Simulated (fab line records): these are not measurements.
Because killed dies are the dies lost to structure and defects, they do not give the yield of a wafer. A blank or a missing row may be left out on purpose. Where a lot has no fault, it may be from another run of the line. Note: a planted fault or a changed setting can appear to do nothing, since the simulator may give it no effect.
Split-lot experiment -- flow n5 finfet -- 21 wafers read across 7 lots, on a route 1938 steps long

== THE SPLIT ==
At N5_BEOL_M8_ETCH_61 (etches SiARC in CF4, target depth 45.5 nm, time 75.8 s), the setting bias w was moved away from the recipe's 36 W on 8 of the 21 wafers read, by -7.8% to +14.0%. The other wafers ran this setting at the recipe's value.

Reading taken at the split's own step.

== THE READING ==
rf vpp V, in V, at N5_BEOL_M8_ETCH_61 (etches SiARC in CF4, target depth 45.5 nm, time 75.8 s). A value of 184.2 V with a standard deviation of 1.4 V is what fault-free wafers of this fab line usually give.

wafer,"tool, chamber at the split","bias w as run, W",against the recipe,"rf vpp V, V",against lot-mates on the recipe
L074.1,"rie diel-05, 2",41.03,+14.0%,201.7,+21.5
L074.2,"rie diel-05, 3",41.03,+14.0%,200.0,+19.8
L074.4,"rie diel-05, 0",36,recipe,180.2,-
L075.2,"rie diel-01, 0",36,recipe,184.0,-
L075.4,"rie diel-01, 1",36,recipe,184.1,-
L075.6,"rie diel-01, 1",33.21,-7.8%,174.0,-10.1
L082.2,"rie diel-03, 3",40.57,+12.7%,198.9,+12.9
L082.3,"rie diel-03, 0",36,recipe,186.0,-
L082.4,"rie diel-03, 2",40.57,+12.7%,200.3,+14.3
L085.2,"rie diel-01, 0",36,recipe,181.0,-
L085.4,"rie diel-01, 2",36,recipe,182.1,-
L085.5,"rie diel-01, 1",36,recipe,183.5,-
L088.2,"rie diel-03, 1",36,recipe,186.2,-
L088.4,"rie diel-03, 2",36,recipe,185.7,-
L088.6,"rie diel-03, 3",36,recipe,183.2,-
L091.1,"rie diel-05, 2",38.14,+5.9%,192.3,+7.7
L091.2,"rie diel-05, 3",36,recipe,184.6,-
L091.6,"rie diel-05, 0",38.14,+5.9%,190.4,+5.8
L097.2,"rie diel-01, 3",36,recipe,184.2,-
L097.4,"rie diel-01, 2",40.92,+13.7%,198.8,+14.0
L097.5,"rie diel-01, 3",36,recipe,185.5,-

FIT RESULTS
A straight line over all 21 wafers: rf vpp V changes by +1.21 V for each +1% of bias w; r = +0.98; the points scatter about the line by 1.6 V.
The same after taking each lot's own level away (the mean of its wafers on the recipe; 21 wafers): +1.24 V for each +1%; r = +0.98; scatter 1.7 V.
The reading moves by 17 V for the largest change in bias w, on that fit.
The span of the lots' own levels, 180.20 to 186.00 V, comes to 4.1 times the standard deviation stated above.
Consequently the slope shifts little with the lot-to-lot level, the two slopes agreeing.
Check: +16.2 V against its lot-mates is what the line predicts for one of the wafers moved furthest among these (+14.0%) when that wafer is left out of the fit. It came out at +21.5 V against them.
Tool readings at the split's step, against how far the setting was moved: rf vpp V r = +0.98.

== THE OTHER SPLITS THESE WAFERS WENT THROUGH ==
These wafers also went through other splits before the reading. Each is held against what the fit with the lots' levels taken away leaves over:
other split on the same wafers,wafers away from the commonest value,r with rf vpp V (lot level and that fit taken away)
N5_BEOL_M7_COAT_63 spin rpm,10,-0.04
N5_BEOL_M8_DESCUM_16 time s,6,+0.30

== THE FILE'S OWN FIT ==
rf vpp V changes by +1.2 V for each +1% of bias w, r = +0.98.
